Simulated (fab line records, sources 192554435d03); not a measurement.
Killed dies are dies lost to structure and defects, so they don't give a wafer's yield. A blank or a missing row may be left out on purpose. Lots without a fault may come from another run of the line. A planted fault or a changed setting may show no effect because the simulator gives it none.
One fault seen from 2 desks | flow n5_finfet | each desk has only its own numbers; what lay behind them comes last

THE METROLOGY DESK
What the gauges read, lot by lot, whatever tool the lot ran on: means of the sampled wafers that have a number. A lot is out of limits, marked OUT, if its mean lies more than 4 standard deviations from the usual mean; the brackets give that distance. Of its 10 readings 7 are shown: those that lie furthest out on some lot.
Columns: A = DIBL_N at N5_BEOL_M4_RC_MEAS_101, usual 35.9 mV/V; B = DIBL_P at N5_BEOL_M4_RC_MEAS_101, usual 35.9 mV/V; C = IOFF_N at N5_BEOL_M4_RC_MEAS_101, usual 0.152 nA/um; D = IOFF_P at N5_BEOL_M4_RC_MEAS_101, usual 0.204 nA/um; E = ION_N at N5_BEOL_M4_RC_MEAS_101, usual 673 uA/um; F = SS_P at N5_BEOL_M4_RC_MEAS_101, usual 73.2 mV/dec; G = VT_N at N5_BEOL_M4_RC_MEAS_101, usual 250.3 mV
lot  | first seen here | A    | B    | C     | D     | E   | F    | G
L708 | day 8 18:44     | 35.4 | 36.0 | 0.166 | 0.203 | 679 | 73.6 | 248.2
L709 | day 8 20:23     | 33.7 | 34.8 | 0.138 | 0.195 | 667 | 72.6 | 250.6
L714 | day 11 00:04    | 34.8 | 34.8 | 0.130 | 0.176 | 673 | 72.9 | 253.3
L717 | day 11 07:58    | 37.6 | 37.6 | 0.204 | 0.224 | 683 | 73.3 | 244.3
L718 | day 12 02:16    | 34.5 | 35.4 | 0.146 | 0.206 | 673 | 72.9 | 251.4
L722 | day 12 14:05    | 37.6 | 35.0 | 0.141 | 0.168 | 679 | 73.0 | 250.7
L725 | day 13 14:14    | 34.7 | 36.4 | 0.148 | 0.203 | 676 | 73.3 | 251.6
L726 | day 13 17:34    | 36.2 | 36.2 | 0.169 | 0.225 | 682 | 72.8 | 246.8
L729 | day 14 19:56    | 39.0 | 37.6 | 0.194 | 0.253 | 674 | 74.3 | 248.7
This desk's finding: nothing out of limits on any of the 9 lots.

THE TOOL OWNER'S DESK: ald_sin-01
The tool's own readings at N5_BEOL_M2_ALD_98 (deposits SiO2, target thk 2.5 nm, pulse time 1 s, co reactant pulse time 1 s): means of the sampled wafers that have a number, for each lot that ran on this tool. A lot is out of limits, marked OUT, if its mean lies more than 4 standard deviations from the usual mean; the brackets give that distance.
Columns: A = heater_power_w at N5_BEOL_M2_ALD_98, usual 79 W; B = precursor_pulse_height_rel at N5_BEOL_M2_ALD_98, usual 1.001
lot  | first seen here | A  | B
L709 | day 7 01:52     | 73 | 1.003
L714 | day 8 16:46     | 77 | 0.963
L717 | day 9 10:56     | 72 | 1.014
L718 | day 9 18:34     | 72 | 1.009
This desk's finding: nothing out of limits on any of the 4 lots.

PUT TOGETHER
The metrology desk saw nothing out of limits.
The tool owner's desk saw nothing out of limits.

WHAT THE SIMULATOR HAD PUT IN
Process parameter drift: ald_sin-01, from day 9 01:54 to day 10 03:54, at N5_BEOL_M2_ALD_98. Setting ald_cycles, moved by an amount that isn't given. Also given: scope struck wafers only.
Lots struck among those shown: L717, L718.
